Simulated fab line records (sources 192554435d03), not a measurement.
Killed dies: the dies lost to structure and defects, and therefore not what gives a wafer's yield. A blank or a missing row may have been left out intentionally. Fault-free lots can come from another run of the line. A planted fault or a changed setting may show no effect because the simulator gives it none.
Split-lot study | flow n5_finfet | route with 1938 steps; 7 lots, 21 wafers read

## ABOUT THE SPLIT
At N5_BEOL_M12_SPUTTER_44 (material Ta, target thk 10 nm, time 16.13 s), the setting time_s was moved away from the recipe's 16.13 s on 9 of the 21 wafers read, by -14.8% to +11.0%. For the rest of the wafers, this setting stayed at what the recipe calls for.

The reading comes from the split's own step.

## THE READING
Ta_of_BEOL_M12_SPUTTER_44.thk_nm (the simulator's own value, which no gauge read), in nm, at N5_BEOL_M12_SPUTTER_44 (material Ta, target thk 10 nm, time 16.13 s). No usual value for it is given in the file. The 12 wafers here that ran the recipe average 10.0 nm, standard deviation 0.2 nm.

wafer  | tool, chamber at the split | time_s as run, s | against the recipe | Ta_of_BEOL_M12_SPUTTER_44.thk_nm, nm | against lot-mates on the recipe
L080.4 | pvd_sputter-03, -          | 16.13            | recipe             | 10.2                                 | -
L080.5 | pvd_sputter-03, -          | 16.13            | recipe             | 10.2                                 | -
L080.6 | pvd_sputter-03, -          | 17.57            | +8.9%              | 10.8                                 | +0.6
L084.2 | pvd_sputter-03, -          | 16.13            | recipe             | 10                                   | -
L084.4 | pvd_sputter-03, -          | 16.13            | recipe             | 10                                   | -
L084.5 | pvd_sputter-03, -          | 16.13            | recipe             | 9.8                                  | -
L086.1 | pvd_sputter-01, -          | 16.83            | +4.3%              | 10.4                                 | +0.4
L086.2 | pvd_sputter-01, -          | 16.13            | recipe             | 10                                   | -
L086.3 | pvd_sputter-01, -          | 16.83            | +4.3%              | 10.2                                 | +0.2
L092.2 | pvd_sputter-03, -          | 16.13            | recipe             | 9.6                                  | -
L092.4 | pvd_sputter-03, -          | 16.13            | recipe             | 9.6                                  | -
L092.5 | pvd_sputter-03, -          | 16.13            | recipe             | 9.8                                  | -
L093.3 | pvd_sputter-01, -          | 17.91            | +11.0%             | 11.2                                 | no lot-mate on the recipe
L093.4 | pvd_sputter-01, -          | 17.91            | +11.0%             | 11                                   | no lot-mate on the recipe
L093.6 | pvd_sputter-01, -          | 17.91            | +11.0%             | 11.4                                 | no lot-mate on the recipe
L094.1 | pvd_sputter-01, -          | 13.75            | -14.8%             | 8.6                                  | -1.4
L094.5 | pvd_sputter-01, -          | 13.75            | -14.8%             | 8.6                                  | -1.4
L094.6 | pvd_sputter-01, -          | 16.13            | recipe             | 10                                   | -
L097.2 | pvd_sputter-03, -          | 16.13            | recipe             | 10                                   | -
L097.4 | pvd_sputter-03, -          | 16.13            | recipe             | 10.2                                 | -
L097.6 | pvd_sputter-03, -          | 15.16            | -6.0%              | 9.6                                  | -0.5

FIT RESULTS
A straight line over all 21 wafers: Ta_of_BEOL_M12_SPUTTER_44.thk_nm changes by +0.0979 nm for each +1% of time_s; r = +0.96; the points scatter about the line by 0.2 nm.
The same after taking each lot's own level away (the mean of its wafers on the recipe; 18 wafers): +0.0879 nm for each +1%; r = +0.98; scatter 0.096 nm.
The reading moves by 1.3 nm for the largest change in time_s, on that fit.
Across the lots, their own levels run from 9.67 to 10.20 nm, a range of 2.6 times the standard deviation given above.
Thus the slope moves with the lot-to-lot level: the two fits are different.
Check: for one of the wafers moved furthest among these (-14.8%), held out of the fit, the line's prediction against its lot-mates is -1.28 nm. It came out at -1.4 nm against them.

## THESE WAFERS: OTHER SPLITS
Note: prior to the reading, these wafers also went through further splits. Each is held against what the fit with the lots' levels taken away leaves over:
other split on the same wafers    | wafers away from the commonest value | r with Ta_of_BEOL_M12_SPUTTER_44.thk_nm (lot level and that fit taken away)
N5_BEOL_M10_TRENCH_ETCH_37 bias_w | 5                                    | -0.11
N5_BEOL_M10_ETCH_41 source_w      | 8                                    | +0.26
N5_BEOL_M11_EXPOSE_25 dose_mj     | 6                                    | +0.13
N5_BEOL_M11_VIA_ETCH_34 time_s    | 9                                    | +0.30
N5_BEOL_M12_ILD_DEP_00 time_s     | 9                                    | +0.29

## FILE'S OWN FIT
Ta_of_BEOL_M12_SPUTTER_44.thk_nm changes by +0.086 nm for each +1% of time_s, r = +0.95.
